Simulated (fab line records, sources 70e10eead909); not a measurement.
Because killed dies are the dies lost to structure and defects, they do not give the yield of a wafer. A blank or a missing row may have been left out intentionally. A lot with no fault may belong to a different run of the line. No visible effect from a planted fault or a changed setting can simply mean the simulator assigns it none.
A struck lot beside a sound one    flow nand harc    14 steps out of a route of 1302
Sound: the wafers L537.1, L537.3, L537.4. Struck: wafers L543.1, L543.4. (L543.2 of the same lot was not struck and is left out.) The cause comes at the end.
For every step that has rows: the tool of each side, followed by ch and its chambers, followed by its first start. Under that, the readings that differ: sound wafers    struck wafers    difference of the means    sigmas: that difference in standard deviations of wafers without a fault.
alike: readings with means less than 2 such deviations apart, plus words and numbers identical on both sides. not compared: withheld readings, readings lacking a value on some wafer, bounds such as >300 that could conceal the same value, and numbers that have no deviation in the record and whose values overlap.
Wherever a step has rows on one side only, a row that says differs or no value, or a row with sigmas, the two part there. When numbers do not overlap yet have no deviation, they are printed without sigmas and do not part them. A reading that every wafer of one side lacks parts them only if that side has two wafers or more.

first, 7 steps without rows for these wafers: NHARC_P_M1_COAT_34 (time 65 s); NHARC_P_M1_COAT_03 (resist thk 90 nm); NHARC_P_M1_SOFTBAKE_04 (time 55 s); NHARC_P_M1_EBR_05; NHARC_P_M1_EXPOSE_06 (exposes mask P M1, target cd 130 nm); NHARC_P_M1_PEB_07 (peb time 65 s); NHARC_P_M1_DEVELOP_08 (develop time 35 s).
NHARC_P_M1_CD_MEAS_09 targets a cd of 130 nm.
  sound on cd sem-02 ch 0, day 10 03:59; struck on cd sem-02 ch 0, day 12 07:14
  alike: cd nm
NHARC_P_M1_OVL_MEAS_10: pitch 260 nm.
  sound on overlay-02 at day 10 04:04; struck on overlay-01 at day 12 07:19
reading            sound           struck     difference  sigmas
overlay x nm (nm)  1.5 1.4 1.4     -0.6 -0.1  -1.8        -2
overlay y nm (nm)  -0.7 -0.2 -0.2  2.9 1.7    +2.7        +3
NHARC_P_M1_INSPECT_11:
  sound on defect inspect-02 at day 10 04:07; struck on defect inspect-02 at day 12 07:21
  alike: raw defect count
NHARC_P_M1_DESCUM_14: chemistry O2, time 3 s.
  sound on rie diel-05 ch 0,1,2, day 10 04:10; struck on rie diel-03 ch 0,3, day 12 07:25
  alike: chamber pressure mTorr, drypump motor current A, oes product au, rf vpp V, showerhead plenum p Torr, throttle valve pct
  not compared: rf hours counter h
NHARC_P_M1_ETCH_35: etches the open film in N2/H2, target depth 40 nm, overetch 12 nm, time 43.94 s.
  sound on rie diel-05 ch 0,1,2, day 10 04:16; struck on rie diel-03 ch 0,2, day 12 07:30
  alike: chamber pressure mTorr, drypump motor current A, h2 flow sccm, n2 flow sccm, oes product au, rf vpp V, run length s, showerhead plenum p Torr, throttle valve pct
  not compared: rf hours counter h
NHARC_P_M1_ETCH_15: etches the open film in C4F8/Ar, target depth 182.5 nm, time 91.2 s.
  sound on rie diel-05 ch 0,1,2, day 10 04:22; struck on rie diel-03 ch 1,2, day 12 07:35
reading           sound              struck      difference  sigmas
run length s (s)  112.9 112.5 112.7  100.1 99.8  -12.8       -30
  alike: chamber pressure mTorr, oes product au, rf vpp V
  not compared: rf hours counter h
NHARC_P_M1_CD_MEAS_16:
  sound on cd sem-02 at day 10 04:31; struck on cd sem-02 at day 12 07:43
  alike: cd nm

WHERE THEY PART
At NHARC_P_M1_OVL_MEAS_10 first; at NHARC_P_M1_ETCH_15 last (within this record only). Later steps at which nothing parts them and some readings are alike: NHARC_P_M1_CD_MEAS_16.

WHY: what the simulator had put in
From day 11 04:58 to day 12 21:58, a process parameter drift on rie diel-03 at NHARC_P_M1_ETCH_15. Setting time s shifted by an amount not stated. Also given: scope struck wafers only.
